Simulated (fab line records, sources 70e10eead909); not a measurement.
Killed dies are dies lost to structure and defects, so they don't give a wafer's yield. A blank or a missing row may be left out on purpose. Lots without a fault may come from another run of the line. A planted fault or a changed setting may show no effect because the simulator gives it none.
Which tool did it? | flow nand_harc | 24 lots, 72 wafers sampled, at 6 steps of a route of 1159

WHAT THE GAUGES READ, wafer by wafer
The record holds no reading of a measuring or inspecting step that can be judged against a usual standard deviation.

WHICH TOOL RAN EACH LOT (tool, then ch and the chambers of the sampled wafers, then the start)
lot  | NHARC_A_STAIRCASE_CMP_450     | NHARC_A_STAIRCASE_CMP_472     | NHARC_A_SLIT_ETCH_26             | NHARC_A_SLIT_STRIP_18                         | NHARC_A_WL_FILL_CVD_03        | NHARC_A_WL_FILL_CMP_12
L075 | cmp-02 ch 2,3, day 13 19:58   | cmp-02 ch 1,2, day 13 21:52   | har_etch-02 ch 0,1, day 14 12:12 | rie_diel-04 ch 1,2,3, day 15 01:55 or earlier | cvd_w-01 ch 0,1, day 15 01:55 | cmp-03 ch 1,3, day 16 02:58
L074 | cmp-02 ch 1,2,3, day 13 20:53 | cmp-01 ch 0,2,3, day 13 22:41 | har_etch-02 ch 0,1, day 14 13:55 | rie_diel-04 ch 0,1,2, day 15 00:05 or earlier | cvd_w-02 ch 0,1, day 15 00:05 | cmp-04 ch 0,1,2, day 16 04:56
L076 | cmp-01 ch 0,3, day 14 11:17   | cmp-01 ch 2,3, day 14 12:48   | har_etch-01 ch 0,1, day 15 04:14 | rie_diel-02 ch 0,1,3, day 15 16:46 or earlier | cvd_w-02 ch 1, day 15 16:46   | cmp-03 ch 0,3, day 16 22:10
L077 | cmp-02 ch 1,2,3, day 14 11:26 | cmp-01 ch 0,2,3, day 14 13:01 | har_etch-02 ch 0,1, day 15 05:43 | rie_diel-07 ch 1,2,3, day 15 14:45 or earlier | cvd_w-01 ch 0,1, day 15 14:45 | cmp-03 ch 0,2, day 16 16:41
L078 | cmp-01 ch 0,3, day 14 11:51   | cmp-01 ch 0,3, day 14 13:28   | har_etch-02 ch 0,1, day 15 03:57 | rie_diel-04 ch 0,1, day 15 13:59 or earlier   | cvd_w-02 ch 0,1, day 15 13:59 | cmp-02 ch 0,2,3, day 16 16:49
L080 | cmp-01 ch 0,2, day 14 18:34   | cmp-01 ch 0,3, day 14 20:09   | har_etch-02 ch 0,1, day 15 10:37 | rie_diel-02 ch 0,1,2, day 16 03:24 or earlier | cvd_w-01 ch 0,1, day 16 03:24 | cmp-03 ch 1,3, day 17 05:49
L079 | cmp-02 ch 0,1,2, day 14 18:53 | cmp-01 ch 0,1,2, day 14 20:22 | har_etch-01 ch 0,1, day 15 10:51 | rie_diel-07 ch 0,3, day 16 05:06 or earlier   | cvd_w-02 ch 0,1, day 16 05:06 | cmp-03 ch 0,1,3, day 17 10:16
L083 | cmp-01 ch 1,2,3, day 15 07:56 | cmp-02 ch 0,1,3, day 15 09:36 | har_etch-01 ch 0,1, day 15 23:34 | rie_diel-07 ch 0,1, day 16 09:22 or earlier   | cvd_w-02 ch 0,1, day 16 09:22 | cmp-03 ch 0,1, day 17 17:41
L082 | cmp-02 ch 0,2,3, day 15 08:05 | cmp-03 ch 0,1,2, day 15 09:39 | har_etch-02 ch 0,1, day 15 23:05 | rie_diel-02 ch 0,2, day 16 09:21 or earlier   | cvd_w-01 ch 0,1, day 16 09:21 | cmp-03 ch 1,3, day 17 22:00
L081 | cmp-01 ch 0,1, day 15 19:41   | cmp-01 ch 1,3, day 15 21:08   | har_etch-02 ch 0,1, day 16 14:41 | rie_diel-07 ch 2,3, day 17 09:25 or earlier   | cvd_w-01 ch 0,1, day 17 09:25 | cmp-02 ch 1,2,3, day 18 11:16
L084 | cmp-03 ch 0,2, day 16 07:34   | cmp-03 ch 0,3, day 16 09:00   | har_etch-01 ch 0,1, day 16 22:08 | rie_diel-07 ch 1,2, day 17 16:50 or earlier   | cvd_w-01 ch 1, day 17 16:50   | cmp-02 ch 0,1, day 18 19:40
L085 | cmp-01 ch 0,1,2, day 16 07:52 | cmp-01 ch 2,3, day 16 09:28   | har_etch-02 ch 0,1, day 16 21:52 | rie_diel-02 ch 2,3, day 17 14:01 or earlier   | cvd_w-01 ch 0,1, day 17 14:01 | cmp-04 ch 0,3, day 18 11:14
L087 | cmp-03 ch 0,1,2, day 16 16:50 | cmp-03 ch 0,1, day 16 18:39   | har_etch-02 ch 0,1, day 17 12:16 | rie_diel-04 ch 1,3, day 17 23:09 or earlier   | cvd_w-02 ch 0,1, day 17 23:09 | cmp-03 ch 0,1,3, day 19 00:41
L086 | cmp-02 ch 0,1,3, day 16 17:30 | cmp-02 ch 1,2,3, day 16 18:58 | har_etch-01 ch 0,1, day 17 12:51 | rie_diel-02 ch 0,1,2, day 17 22:21 or earlier | cvd_w-01 ch 0,1, day 17 22:21 | cmp-02 ch 0,2,3, day 19 05:01
L088 | cmp-03 ch 1,3, day 17 02:50   | cmp-01 ch 1,2,3, day 17 04:19 | har_etch-02 ch 1, day 17 20:26   | rie_diel-02 ch 1,3, day 18 10:57 or earlier   | cvd_w-01 ch 0,1, day 18 10:57 | cmp-03 ch 0,2, day 19 20:14
L089 | cmp-03 ch 0,1,3, day 17 04:31 | cmp-01 ch 2,3, day 17 05:56   | har_etch-01 ch 0,1, day 17 21:31 | rie_diel-04 ch 0,2,3, day 18 11:55 or earlier | cvd_w-02 ch 0,1, day 18 11:55 | cmp-03 ch 0,3, day 19 12:52
L090 | cmp-03 ch 1,2,3, day 17 21:29 | cmp-01 ch 1,3, day 17 23:02   | har_etch-01 ch 0,1, day 18 12:14 | rie_diel-02 ch 0,2,3, day 18 22:30 or earlier | cvd_w-02 ch 0,1, day 18 22:30 | cmp-04 ch 1,2,3, day 20 01:18
L093 | cmp-03 ch 0,2,3, day 17 21:46 | cmp-03 ch 0,1,2, day 17 23:14 | har_etch-01 ch 0,1, day 18 15:32 | rie_diel-07 ch 1,2,3, day 19 04:16 or earlier | cvd_w-01 ch 0,1, day 19 04:16 | cmp-03 ch 0,1,3, day 20 06:50
L092 | cmp-01 ch 0,2,3, day 17 22:00 | cmp-01 ch 0,2,3, day 17 23:32 | har_etch-02 ch 0,1, day 18 16:18 | rie_diel-04 ch 0,2,3, day 19 05:11 or earlier | cvd_w-02 ch 0, day 19 05:11   | cmp-04 ch 0,2,3, day 20 11:10
L091 | cmp-03 ch 0,2, day 17 23:26   | cmp-01 ch 1,2,3, day 18 00:58 | har_etch-01 ch 0,1, day 18 13:54 | rie_diel-07 ch 0,1,2, day 19 00:52 or earlier | cvd_w-02 ch 0, day 19 00:52   | cmp-04 ch 0,3, day 20 01:32
L094 | cmp-03 ch 1,2,3, day 18 08:46 | cmp-03 ch 1,2,3, day 18 10:26 | har_etch-01 ch 0,1, day 18 23:52 | rie_diel-07 ch 1,2,3, day 19 14:14 or earlier | cvd_w-01 ch 0,1, day 19 14:14 | cmp-03 ch 0,2, day 20 15:29
L095 | cmp-02 ch 0,1,2, day 18 09:13 | cmp-01 ch 0,2,3, day 18 11:02 | har_etch-02 ch 0,1, day 19 00:29 | rie_diel-04 ch 1,2,3, day 19 17:04 or earlier | cvd_w-01 ch 0,1, day 19 17:04 | cmp-03 ch 0,2,3, day 20 14:36
L097 | cmp-01 ch 0,2,3, day 19 03:59 | cmp-01 ch 0,1, day 19 05:26   | har_etch-01 ch 0,1, day 19 20:29 | rie_diel-07 ch 0,3, day 20 06:44 or earlier   | cvd_w-01 ch 0,1, day 20 06:44 | cmp-03 ch 1,2,3, day 21 08:11
L096 | cmp-01 ch 0,3, day 19 14:01   | cmp-02 ch 0,1, day 19 15:36   | har_etch-02 ch 0, day 20 06:32   | rie_diel-02 ch 0,2, day 20 16:25 or earlier   | cvd_w-02 ch 0,1, day 20 16:25 | cmp-02 ch 2,3, day 21 17:25
- NHARC_A_STAIRCASE_CMP_450: polishes SiO2, target thk 200 nm.
- NHARC_A_STAIRCASE_CMP_472: polishes SiO2.
- NHARC_A_SLIT_ETCH_26: etches the open film in C4F8/O2/Ar, time 90 s, target depth 400 nm.
- NHARC_A_SLIT_STRIP_18: strips in O2.
- NHARC_A_WL_FILL_CVD_03: deposits W, target thk 40 nm, time 3302 s.
- NHARC_A_WL_FILL_CMP_12: polishes, t overpolish 30 s, target thk 75 nm.

WHAT THE TOOLS THEMSELVES READ (means of the sampled wafers that have a number; where no wafer has one, the mark that the record gives instead)
NHARC_A_STAIRCASE_CMP_450.
lot  | tool   | motor_current_A (A)
L075 | cmp-02 | 10.2
L074 | cmp-02 | 11.4
L076 | cmp-01 | 11.4
L077 | cmp-02 | 11.5
L078 | cmp-01 | 11.7
L080 | cmp-01 | 11.3
L079 | cmp-02 | 11.9
L083 | cmp-01 | 11.7
L082 | cmp-02 | 10.9
L081 | cmp-01 | 11.0
L084 | cmp-03 | 13.3
L085 | cmp-01 | 11.2
L087 | cmp-03 | 12.8
L086 | cmp-02 | 11.2
L088 | cmp-03 | 11.3
L089 | cmp-03 | 12.0
L090 | cmp-03 | 11.1
L093 | cmp-03 | 12.0
L092 | cmp-01 | 11.3
L091 | cmp-03 | 13.2
L094 | cmp-03 | 11.5
L095 | cmp-02 | 11.7
L097 | cmp-01 | 12.0
L096 | cmp-01 | 11.9

NHARC_A_STAIRCASE_CMP_472.
lot  | tool   | motor_current_A (A)
L075 | cmp-02 | 12.5
L074 | cmp-01 | 11.9
L076 | cmp-01 | 12.4
L077 | cmp-01 | 11.6
L078 | cmp-01 | 12.4
L080 | cmp-01 | 12.1
L079 | cmp-01 | 11.5
L083 | cmp-02 | 11.6
L082 | cmp-03 | 13.1
L081 | cmp-01 | 12.2
L084 | cmp-03 | 11.4
L085 | cmp-01 | 12.2
L087 | cmp-03 | 13.7
L086 | cmp-02 | 11.5
L088 | cmp-01 | 12.2
L089 | cmp-01 | 11.8
L090 | cmp-01 | 12.6
L093 | cmp-03 | 12.9
L092 | cmp-01 | 11.8
L091 | cmp-01 | 12.2
L094 | cmp-03 | 11.3
L095 | cmp-01 | 11.7
L097 | cmp-01 | 10.7
L096 | cmp-02 | 12.3

NHARC_A_SLIT_ETCH_26.
lot  | tool        | chamber_pressure_mTorr (mTorr) | drypump_motor_current_A (A) | o2_flow_sccm (sccm) | showerhead_plenum_p_Torr (Torr) | throttle_valve_pct (%)
L075 | har_etch-02 | 25.002                         | 5.7                         | 83.00               | 3.72                            | 27.622
L074 | har_etch-02 | 25.036                         | 5.7                         | 83.43               | 3.72                            | 27.611
L076 | har_etch-01 | 24.999                         | 5.8                         | 83.10               | 3.83                            | 27.625
L077 | har_etch-02 | 24.990                         | 5.6                         | 83.26               | 3.72                            | 27.624
L078 | har_etch-02 | 24.989                         | 5.6                         | 83.23               | 3.72                            | 27.623
L080 | har_etch-02 | 24.999                         | 5.6                         | 83.25               | 3.72                            | 27.611
L079 | har_etch-01 | 25.024                         | 5.8                         | 83.36               | 3.83                            | 27.618
L083 | har_etch-01 | 24.999                         | 5.6                         | 83.32               | 3.82                            | 27.611
L082 | har_etch-02 | 24.991                         | 5.7                         | 83.18               | 3.71                            | 27.615
L081 | har_etch-02 | 24.993                         | 5.6                         | 83.41               | 3.71                            | 27.623
L084 | har_etch-01 | 24.993                         | 5.8                         | 83.22               | 3.82                            | 27.623
L085 | har_etch-02 | 24.995                         | 5.7                         | 83.28               | 3.70                            | 27.620
L087 | har_etch-02 | 25.001                         | 5.7                         | 83.24               | 3.70                            | 27.612
L086 | har_etch-01 | 24.972                         | 5.8                         | 83.46               | 3.81                            | 27.615
L088 | har_etch-02 | 24.979                         | 5.8                         | 83.15               | 3.70                            | 27.616
L089 | har_etch-01 | 24.994                         | 5.5                         | 83.01               | 3.81                            | 27.622
L090 | har_etch-01 | 25.019                         | 5.5                         | 83.24               | 3.81                            | 27.623
L093 | har_etch-01 | 25.026                         | 5.8                         | 83.18               | 3.81                            | 27.622
L092 | har_etch-02 | 24.986                         | 5.6                         | 83.40               | 3.70                            | 27.618
L091 | har_etch-01 | 25.006                         | 5.8                         | 83.09               | 3.81                            | 27.620
L094 | har_etch-01 | 25.021                         | 5.5                         | 83.30               | 3.81                            | 27.615
L095 | har_etch-02 | 25.004                         | 5.6                         | 83.30               | 3.70                            | 27.625
L097 | har_etch-01 | 25.003                         | 5.8                         | 83.32               | 3.80                            | 27.622
L096 | har_etch-02 | 24.977                         | 5.5                         | 83.51               | 3.69                            | 27.610

NHARC_A_SLIT_STRIP_18.
lot  | tool        | chamber_pressure_mTorr (mTorr) | drypump_motor_current_A (A) | o2_flow_sccm (sccm) | oes_product_au (a.u.) | rf_vpp_V (V) | showerhead_plenum_p_Torr (Torr) | throttle_valve_pct (%)
L075 | rie_diel-04 | 59.97                          | 6.0                         | 499.7               | 1.004                 | 57.6         | 3.68                            | 17.035
L074 | rie_diel-04 | 59.93                          | 5.7                         | 498.7               | 0.999                 | 57.7         | 3.69                            | 17.034
L076 | rie_diel-02 | 60.04                          | 5.8                         | 501.6               | 1.004                 | 58.8         | 3.67                            | 17.040
L077 | rie_diel-07 | 60.02                          | 5.4                         | 501.8               | 1.014                 | 58.9         | 3.56                            | 17.039
L078 | rie_diel-04 | 59.98                          | 5.7                         | 500.2               | 1.007                 | 58.0         | 3.74                            | 17.028
L080 | rie_diel-02 | 60.00                          | 5.8                         | 500.8               | 1.009                 | 58.1         | 3.63                            | 17.038
L079 | rie_diel-07 | 60.03                          | 5.2                         | 499.2               | 0.998                 | 58.6         | 3.50                            | 17.031
L083 | rie_diel-07 | 60.02                          | 5.1                         | 500.0               | 0.998                 | 57.5         | 3.63                            | 17.036
L082 | rie_diel-02 | 59.97                          | 6.1                         | 501.9               | 1.007                 | 57.6         | 3.55                            | 17.034
L081 | rie_diel-07 | 60.01                          | 5.6                         | 499.0               | 1.012                 | 57.5         | 3.55                            | 17.036
L084 | rie_diel-07 | 59.97                          | 5.4                         | 497.9               | 1.010                 | 57.5         | 3.69                            | 17.043
L085 | rie_diel-02 | 59.97                          | 5.5                         | 501.0               | 1.003                 | 57.9         | 3.62                            | 17.035
L087 | rie_diel-04 | 60.00                          | 6.3                         | 499.7               | 0.996                 | 57.7         | 3.71                            | 17.033
L086 | rie_diel-02 | 60.00                          | 5.9                         | 500.2               | 1.011                 | 58.2         | 3.63                            | 17.038
L088 | rie_diel-02 | 59.94                          | 5.5                         | 498.5               | 1.006                 | 58.1         | 3.70                            | 17.037
L089 | rie_diel-04 | 60.03                          | 5.8                         | 501.4               | 0.999                 | 57.4         | 3.66                            | 17.026
L090 | rie_diel-02 | 60.00                          | 5.8                         | 499.6               | 1.003                 | 57.6         | 3.58                            | 17.033
L093 | rie_diel-07 | 60.04                          | 5.4                         | 500.4               | 1.010                 | 56.9         | 3.56                            | 17.039
L092 | rie_diel-04 | 60.03                          | 5.8                         | 501.3               | 1.004                 | 57.8         | 3.66                            | 17.040
L091 | rie_diel-07 | 60.00                          | 5.4                         | 499.1               | 1.009                 | 57.7         | 3.65                            | 17.032
L094 | rie_diel-07 | 60.01                          | 5.4                         | 500.7               | 1.003                 | 57.6         | 3.56                            | 17.047
L095 | rie_diel-04 | 60.00                          | 6.0                         | 501.3               | 1.004                 | 57.9         | 3.67                            | 17.038
L097 | rie_diel-07 | 60.05                          | 5.2                         | 501.3               | 0.994                 | 58.1         | 3.49                            | 17.034
L096 | rie_diel-02 | 59.99                          | 6.1                         | 499.9               | 1.004                 | 57.6         | 3.55                            | 17.036

NHARC_A_WL_FILL_CVD_03.
lot  | tool     | heater_power_outer_w (W) | heater_power_w (W) | throttle_valve_pct (%)
L075 | cvd_w-01 | 234                      | 413                | 7.65
L074 | cvd_w-02 | 226                      | 388                | 7.80
L076 | cvd_w-02 | 244                      | 444                | 7.96
L077 | cvd_w-01 | 244                      | 446                | 8.11
L078 | cvd_w-02 | 230                      | 393                | 7.72
L080 | cvd_w-01 | 239                      | 425                | 7.69
L079 | cvd_w-02 | 237                      | 415                | 7.75
L083 | cvd_w-02 | 237                      | 422                | 7.86
L082 | cvd_w-01 | 236                      | 421                | 8.00
L081 | cvd_w-01 | 236                      | 426                | 8.06
L084 | cvd_w-01 | 256                      | 470                | 8.00
L085 | cvd_w-01 | 240                      | 424                | 7.75
L087 | cvd_w-02 | 222                      | 388                | 7.89
L086 | cvd_w-01 | 245                      | 453                | 8.05
L088 | cvd_w-01 | 245                      | 446                | 8.04
L089 | cvd_w-02 | 232                      | 409                | 7.79
L090 | cvd_w-02 | 222                      | 392                | 7.70
L093 | cvd_w-01 | 246                      | 447                | 8.00
L092 | cvd_w-02 | 211                      | 363                | 7.62
L091 | cvd_w-02 | 207                      | 362                | 7.84
L094 | cvd_w-01 | 250                      | 450                | 8.11
L095 | cvd_w-01 | 247                      | 457                | 7.99
L097 | cvd_w-01 | 236                      | 424                | 7.75
L096 | cvd_w-02 | 230                      | 410                | 7.91

NHARC_A_WL_FILL_CMP_12.
lot  | tool   | motor_current_A (A) | overpolish_run_s (s) | time_to_endpoint_s (s)
L075 | cmp-03 | 11.2                | 29.999               | 15.3
L074 | cmp-04 | 11.7                | 30.011               | 18.2
L076 | cmp-03 | 11.9                | 30.001               | 13.8
L077 | cmp-03 | 14.1                | 30.001               | 12.8
L078 | cmp-02 | 11.2                | 30.009               | 16.7
L080 | cmp-03 | 10.8                | 29.999               | 13.1
L079 | cmp-03 | 12.2                | 30.000               | 13.6
L083 | cmp-03 | 13.0                | 30.004               | 12.2
L082 | cmp-03 | 11.4                | 30.003               | 15.7
L081 | cmp-02 | 11.4                | 30.002               | 15.2
L084 | cmp-02 | 12.1                | 29.998               | 20.0
L085 | cmp-04 | 11.2                | 30.002               | 15.8
L087 | cmp-03 | 11.9                | 30.001               | 15.7
L086 | cmp-02 | 10.4                | 30.002               | 16.8
L088 | cmp-03 | 13.8                | 29.990               | 16.6
L089 | cmp-03 | 11.6                | 30.005               | 14.0
L090 | cmp-04 | 12.3                | 30.000               | 15.7
L093 | cmp-03 | 11.9                | 30.006               | 13.8
L092 | cmp-04 | 11.5                | 30.008               | 14.2
L091 | cmp-04 | 11.4                | 29.993               | 17.1
L094 | cmp-03 | 12.8                | 29.995               | 14.8
L095 | cmp-03 | 12.1                | 29.998               | 13.0
L097 | cmp-03 | 11.7                | 29.997               | 16.3
L096 | cmp-02 | 10.2                | 29.994               | 14.6

THE ANSWER, worked out from the rows above alone
Rule: what is usual is taken from the lots themselves. Put in order of their means at a reading, lots are off if they are a third of the lots or fewer, leave a main group of 4 or more, and stand apart from it by a gap of 3 or more times the standard deviation of the main group's means; of several such gaps the widest counts. A main group whose means are all the same, to the digits that the tables above print for the reading, isn't used. A lot without any number at a reading at which 4 lots or more have one is off too. The other lots that the step has rows for count as sound. The gauges are gone through in route order, then the tools' own readings, and for those a lot's mean is taken as printed above. The first step at which some lot is off is used, and at that step the reading that is off furthest; a lot without a number counts as furthest.
No lot is off at any reading shown: from this, nothing can be told.

WHAT THE SIMULATOR HAD PUT IN
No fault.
